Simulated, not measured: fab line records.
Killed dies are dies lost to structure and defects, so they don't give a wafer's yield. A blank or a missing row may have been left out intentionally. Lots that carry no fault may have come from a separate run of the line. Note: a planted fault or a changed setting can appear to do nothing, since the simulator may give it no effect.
What tool caused it?    flow nand harc    12 lots, 36 wafers sampled, at 3 steps of a route of 1302

== WHAT THE GAUGES SHOWED, per wafer ==
NHARC_A_CONTACT_CD_MEAS_53.
lot   measured      on         cd nm (nm)
L075  day 22 11:22  cd sem-01  288.8 288.2 288.1
L077  day 22 15:39  cd sem-02  290.1 289.9 288.4
L080  day 23 20:02  cd sem-02  290.7 289.9 290.1
L081  day 24 12:10  cd sem-02  289.0 289.0 289.0
L085  day 26 06:37  cd sem-03  290.9 290.2 290.6
L086  day 26 09:49  cd sem-02  289.5 290.8 289.1
L087  day 26 18:59  cd sem-03  290.3 290.8 290.1
L091  day 28 09:26  cd sem-02  289.6 289.4 290.4
L089  day 28 19:37  cd sem-02  290.3 291.1 291.4
L093  day 29 17:08  cd sem-03  289.0 289.2 289.2
L095  day 30 17:58  cd sem-03  290.5 290.0 289.6
L097  day 31 06:34  cd sem-03  290.5 290.3 290.4

== WHAT TOOL EACH LOT RAN ON (gives the tool, then ch and the chambers of the sampled wafers, and finally the start) ==
lot   NHARC_A_CONTACT_ETCH_118              NHARC_A_CONTACT_ETCH_119
L075  har cap etch-03 ch 1, day 22 09:20    har cap etch-03 ch 1, day 22 09:31
L077  har cap etch-03 ch 0,1, day 22 13:37  har cap etch-03 ch 0,1, day 22 13:47
L080  har cap etch-01 ch 0,1, day 23 17:58  har cap etch-01 ch 0,1, day 23 18:09
L081  har cap etch-03 ch 0,1, day 24 09:57  har cap etch-03 ch 0,1, day 24 10:07
L085  har cap etch-02 ch 0,1, day 26 04:34  har cap etch-02 ch 0,1, day 26 04:44
L086  har cap etch-03 ch 0,1, day 26 07:46  har cap etch-03 ch 0,1, day 26 07:56
L087  har cap etch-03 ch 0,1, day 26 16:58  har cap etch-03 ch 0,1, day 26 17:08
L091  har cap etch-02 ch 0,1, day 28 07:25  har cap etch-02 ch 0,1, day 28 07:35
L089  har cap etch-02 ch 0,1, day 28 17:08  har cap etch-02 ch 0,1, day 28 17:22
L093  har cap etch-03 ch 0,1, day 29 15:05  har cap etch-03 ch 0,1, day 29 15:16
L095  har cap etch-02 ch 0,1, day 30 15:56  har cap etch-02 ch 0,1, day 30 16:06
L097  har cap etch-03 ch 0,1, day 31 04:29  har cap etch-03 ch 0,1, day 31 04:40
- NHARC_A_CONTACT_ETCH_118: etches the open film in C4F8/O2/Ar, time 190 s, target depth 1850 nm.
- NHARC_A_CONTACT_ETCH_119: etches the open film in C4F8/O2/Ar, time 190 s, target depth 1850 nm.

== THE ANSWER, worked out from the rows above alone ==
Rule: the lots themselves supply what counts as usual. Put in order of their means at a reading, lots are off if they are a third of the lots or fewer, leave a main group of 4 or more, and stand apart from it by a gap of 3 or more times the standard deviation of the main group's means; of several such gaps the widest counts. If all means in a main group match to the digits the tables above print for the reading, that group is not used. A lot without any number at a reading at which 4 lots or more have one is off too. Any other lot the step has rows for is counted as sound.
No lot is off on any of the readings shown, so nothing can be concluded from this.

== WHAT HAD BEEN PUT IN BY THE SIMULATOR ==
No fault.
